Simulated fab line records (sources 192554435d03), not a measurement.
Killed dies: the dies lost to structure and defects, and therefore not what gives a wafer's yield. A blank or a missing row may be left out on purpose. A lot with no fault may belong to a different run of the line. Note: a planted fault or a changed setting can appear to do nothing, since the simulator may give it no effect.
Chamber matching || flow n5Finfet || N5_BEOL_M5_PRE_CLEAN_77 on cvdCo-01: 3 sister chambers
The step time 15 s. 3 wafers are shown with their chamber, then 12 later ones without.

WAFERS PAIRED WITH THEIR CHAMBERS
{"wafer": "L083.4", "chamber": 2, "heaterPowerW (W)": 80}
{"wafer": "L090.4", "chamber": 1, "heaterPowerW (W)": 55}
{"wafer": "L090.6", "chamber": 0, "heaterPowerW (W)": 65}

WAFERS WITH NO CHAMBER GIVEN
{"wafer": "L088.1", "heaterPowerW (W)": 67}
{"wafer": "L088.2", "heaterPowerW (W)": 56}
{"wafer": "L088.4", "heaterPowerW (W)": 79}
{"wafer": "L089.1", "heaterPowerW (W)": 56}
{"wafer": "L089.4", "heaterPowerW (W)": 55}
{"wafer": "L089.6", "heaterPowerW (W)": 66}
{"wafer": "L092.2", "heaterPowerW (W)": 81}
{"wafer": "L092.4", "heaterPowerW (W)": 80}
{"wafer": "L092.6", "heaterPowerW (W)": 67}
{"wafer": "L097.2", "heaterPowerW (W)": 67}
{"wafer": "L097.3", "heaterPowerW (W)": 80}
{"wafer": "L097.6", "heaterPowerW (W)": 79}

WHICH CHAMBER EACH ONE RAN IN
{"wafer": "L088.1", "from the rows above": 0, "in truth": 0}
{"wafer": "L088.2", "from the rows above": 1, "in truth": 1}
{"wafer": "L088.4", "from the rows above": 2, "in truth": 2}
{"wafer": "L089.1", "from the rows above": 1, "in truth": 1}
{"wafer": "L089.4", "from the rows above": 1, "in truth": 1}
{"wafer": "L089.6", "from the rows above": 0, "in truth": 0}
{"wafer": "L092.2", "from the rows above": 2, "in truth": 2}
{"wafer": "L092.4", "from the rows above": 2, "in truth": 2}
{"wafer": "L092.6", "from the rows above": 0, "in truth": 0}
{"wafer": "L097.2", "from the rows above": 0, "in truth": 0}
{"wafer": "L097.3", "from the rows above": 2, "in truth": 2}
{"wafer": "L097.6", "from the rows above": 2, "in truth": 2}
Correct placement for 12 of the 12. Not placeable from these rows: 0. Placed wrongly: 0.
How it was worked out, from the rows above alone: a wafer's distance from a chamber is the root of the sum, over the readings, of the square of ((its reading less the chamber's mean) divided by the reading's scatter). The wafer belongs to the nearest chamber; if the next one is less than 2 further off, it can't be placed. For every chamber, the mean is computed from those of its wafers that are shown. The scatter: with one shown wafer a chamber, the root of the mean of the squares of how far each hidden wafer lies from its nearest shown one.
